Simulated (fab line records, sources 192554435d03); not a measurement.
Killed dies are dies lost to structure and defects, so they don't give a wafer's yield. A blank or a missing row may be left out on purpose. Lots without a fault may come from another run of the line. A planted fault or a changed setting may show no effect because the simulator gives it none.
Problem report in the 8D (eight disciplines) form, filled by code | flow n5_finfet | the parts of the form that need people (team, actions taken, sign-off) are left out

1. THE PROBLEM
trench_depth_nm at N5_BEOL_M2_OCD_MEAS_38 reads a mean of 47.7 nm on 2 wafers of 2 lots; wafers without a fault read 55.7 nm with a standard deviation of 0.66. That is -12 standard deviations from the usual mean.
First seen on wafer L231.5, day 9 12:02, on ocd-01. The record holds 22 wafers of 8 lots with a number at this step. Rule for "out", or "out of limits": more than 4 standard deviations from the usual mean. The other wafers with a number count as sound.

2. WHAT IT IS AND WHAT IT IS NOT
question                    | is               | is not
which readings at this step | trench_depth_nm  | -
which lots                  | L231, L236       | L224, L225, L227, L237, L242, L243
which wafers of those lots  | L231.5, L236.5   | L231.1, L236.1
read on which gauges        | ocd-01, ocd-02   | -
when                        | from day 9 12:02 | up to then (10 sound wafers); but 10 sound wafers of L236, L237, L242, L243 came after

3. SUSPECTS, AND WHAT RULES EACH OUT
Counting: a tool at a process step up to the reading stays a suspect if it ran every lot that is out. Sound lots after the first of them don't rule it out here, since some wafers of a struck lot are sound.
- the gauge at N5_BEOL_M2_OCD_MEAS_38: ruled out. The wafers that are out were read on 2 gauges (ocd-01, ocd-02).
- rie_diel-01 at N5_BEOL_M2_STRIP_36 (strips in N2/H2): kept. It ran every lot that is out, first L231 (day 9 11:50); its last sound lot up to then is L227 (day 7 22:49).
- rie_diel-01 at N5_BEOL_M2_TRENCH_ETCH_37 (etches SiOC in C4F6/O2, target depth 55.555 nm, time 29.2 s): kept. It ran every lot that is out, first L231 (day 9 11:53); its last sound lot up to then is L227 (day 7 22:52).
- Within rie_diel-01 at N5_BEOL_M2_STRIP_36: the wafers that are out ran in chamber 1; their sound lot-mates ran in chambers 0, 3.
- Within rie_diel-01 at N5_BEOL_M2_TRENCH_ETCH_37: the wafers that are out ran in chamber 1; their sound lot-mates ran in chambers 0, 3.
Left after counting: rie_diel-01 at N5_BEOL_M2_STRIP_36, rie_diel-01 at N5_BEOL_M2_TRENCH_ETCH_37.

4. THE CAUSE (what the simulator had put in)
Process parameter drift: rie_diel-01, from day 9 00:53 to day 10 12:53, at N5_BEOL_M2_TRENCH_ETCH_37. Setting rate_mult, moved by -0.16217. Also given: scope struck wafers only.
Counting left 2 suspects, and this tool is among them.

5. THE CHAIN OF EFFECTS, in route order
Each row: a reading whose mean over the struck wafers that have a number lies more than 3 standard deviations from the usual. Only readings for which the record gives a usual standard deviation are gone through. hours: the time from each lot's start at the first step in this table that gives one to its start at this step, as a median over the lots. sigmas: the change in usual standard deviations.
hours | step                   | reading          | usual        | on struck wafers | change | sigmas
0     | N5_BEOL_M2_OCD_MEAS_38 | trench_depth_nm  | 55.7 nm      | 47.7             | -8.0   | -12
4     | N5_BEOL_M2_THK_MEAS_53 | M2_THK           | 39.0 nm      | 31.6             | -7.4   | -6.2
4     | N5_BEOL_M2_RS_MEAS_58  | M2_RS            | 0.678 ohm/sq | 0.908            | +0.230 | +8.8
25    | N5_BEOL_M4_RC_MEAS_101 | SERP_M2          | 196 ohm/um   | 260              | +64    | +5.3
25    | N5_BEOL_M4_RC_MEAS_101 | SERP_M2_max_site | 210 ohm/um   | 284              | +74    | +5.3
Later measuring or inspecting steps at which every struck wafer that the step has a row for has a number for every such reading, and none has moved that far: N5_BEOL_M2_CD_MEAS_35.

6. WHAT WOULD HAVE CAUGHT IT SOONER
In this record the first reading out of limits at a measuring or inspecting step was taken at day 9 12:02, 11 hours after the fault began at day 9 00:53.
Of the tool readings at N5_BEOL_M2_TRENCH_ETCH_37 for which the record gives a usual standard deviation, none was out on any struck wafer, so an alarm limit of 4 standard deviations on them would not have fired.
Of the lots that are out (2), L236 began N5_BEOL_M2_TRENCH_ETCH_37 on rie_diel-01 after day 9 12:02. A hold on the tool at that time would have spared it.
